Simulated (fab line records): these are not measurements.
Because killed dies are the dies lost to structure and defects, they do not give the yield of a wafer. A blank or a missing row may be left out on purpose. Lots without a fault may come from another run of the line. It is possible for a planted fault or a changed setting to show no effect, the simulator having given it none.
Matching of chambers + flow nand-harc + cmp-02 running NHARC_P_M0_CMP_23: 4 sister chambers
The step polishes, t overpolish 20 s, target thk 117.54 nm. 8 wafers are shown with their chamber, then 8 later ones without.

WAFERS, EACH WITH ITS CHAMBER
| wafer  | chamber | motor-current-A (A) | time-to-endpoint-s (s) |
|--------|---------|---------------------|------------------------|
| L080.6 | 2       | 11.5                | 25.6                   |
| L080.1 | 3       | 12.9                | 29.5                   |
| L080.4 | 2       | 12.2                | 26.5                   |
| L089.2 | 3       | 12.9                | 32.8                   |
| L089.3 | 0       | 12.3                | 31.1                   |
| L088.5 | 0       | 12.9                | 31.6                   |
| L088.6 | 1       | 12.2                | 30.5                   |
| L091.2 | 1       | 11.8                | 29.9                   |

WAFERS WHOSE CHAMBER IS MISSING
| wafer  | motor-current-A (A) | time-to-endpoint-s (s) |
|--------|---------------------|------------------------|
| L091.3 | 12.4                | 31.3                   |
| L091.5 | 12.9                | 28.5                   |
| L097.3 | 12.5                | 28.7                   |
| L097.4 | 12.1                | 28.3                   |
| L097.6 | 12.8                | 31.5                   |
| L097.1 | 11.3                | 31.6                   |
| L097.2 | 11.9                | 30.7                   |
| L097.5 | 12.1                | 29.6                   |

EACH ONE'S CHAMBER
| wafer  | from the rows above               | in truth |
|--------|-----------------------------------|----------|
| L091.3 | can't be placed: 0 or 3 or 1      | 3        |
| L091.5 | can't be placed: 3 or 0 or 1 or 2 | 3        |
| L097.3 | can't be placed: 1 or 0 or 3 or 2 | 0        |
| L097.4 | can't be placed: 1 or 2 or 0 or 3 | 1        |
| L097.6 | can't be placed: 3 or 0           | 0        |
| L097.1 | can't be placed: 1 or 0           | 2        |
| L097.2 | can't be placed: 1 or 0           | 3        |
| L097.5 | can't be placed: 1 or 0           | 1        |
0 of 8 placed correctly. Unplaceable from these rows: 8, with the true chamber sitting among the candidates in 6. Number placed wrongly: 0.
How it was worked out, from the rows above alone: a wafer's distance from a chamber is the root of the sum, over the readings, of the square of ((its reading less the chamber's mean) divided by the reading's scatter). The wafer belongs to the nearest chamber; if the next one is less than 2 further off, it can't be placed. For every chamber, the mean is computed from those of its wafers that are shown. The scatter: take each reading less its chamber's mean, square it, sum over the shown wafers, divide by the number of wafers less the number of chambers, and take the root.
